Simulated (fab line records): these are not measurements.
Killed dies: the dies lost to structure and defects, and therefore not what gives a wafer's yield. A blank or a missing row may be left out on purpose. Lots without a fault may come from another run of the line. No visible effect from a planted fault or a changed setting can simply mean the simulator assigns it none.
The same fault as seen by 2 desks | flow n5_finfet | each desk holds nothing but its own numbers, with what lay behind them at the end

AT THE TOOL OWNER'S DESK: litho_track-04
The tool's own readings at N5_BEOL_M3_DEVELOP_10 (develop time 30 s): means of the sampled wafers that have a number, for each lot that ran on this tool. If a lot's mean is further than 4 standard deviations from the usual mean, the lot is out of limits and carries the mark OUT (the distance appears in the brackets).
Columns: A = chill_plate_temp_C at N5_BEOL_M3_DEVELOP_10, usual 23.02 C
lot  | first seen here | A
L520 | day 9 17:18     | 22.81
This desk's finding: nothing out of limits on the one lot.

METROLOGY DESK
What the gauges read, lot by lot, whatever tool the lot ran on: means of the sampled wafers that have a number. If a lot's mean is further than 4 standard deviations from the usual mean, the lot is out of limits and carries the mark OUT (the distance appears in the brackets).
Columns: A = M3_ILD_THK at N5_BEOL_M3_THK_MEAS_01, usual 78.9 nm; B = cd_nm at N5_BEOL_M3_CD_MEAS_11, usual 16.99 nm
lot  | first seen here | A    | B
L516 | day 8 11:30     | 78.3 | 16.96
L517 | day 8 17:28     | 78.3 | 17.14
L520 | day 9 15:58     | 77.7 | 17.09
L531 | day 12 05:41    | 79.7 | -
L532 | day 12 10:14    | 78.9 | -
L533 | day 13 07:53    | 78.8 | 16.44
This desk's finding: nothing out of limits on any of the 6 lots.

PUT TOGETHER
The desk of the tool owner found nothing out of limits.
From the metrology desk's view, nothing was out of limits.

WHAT HAD BEEN PUT IN BY THE SIMULATOR
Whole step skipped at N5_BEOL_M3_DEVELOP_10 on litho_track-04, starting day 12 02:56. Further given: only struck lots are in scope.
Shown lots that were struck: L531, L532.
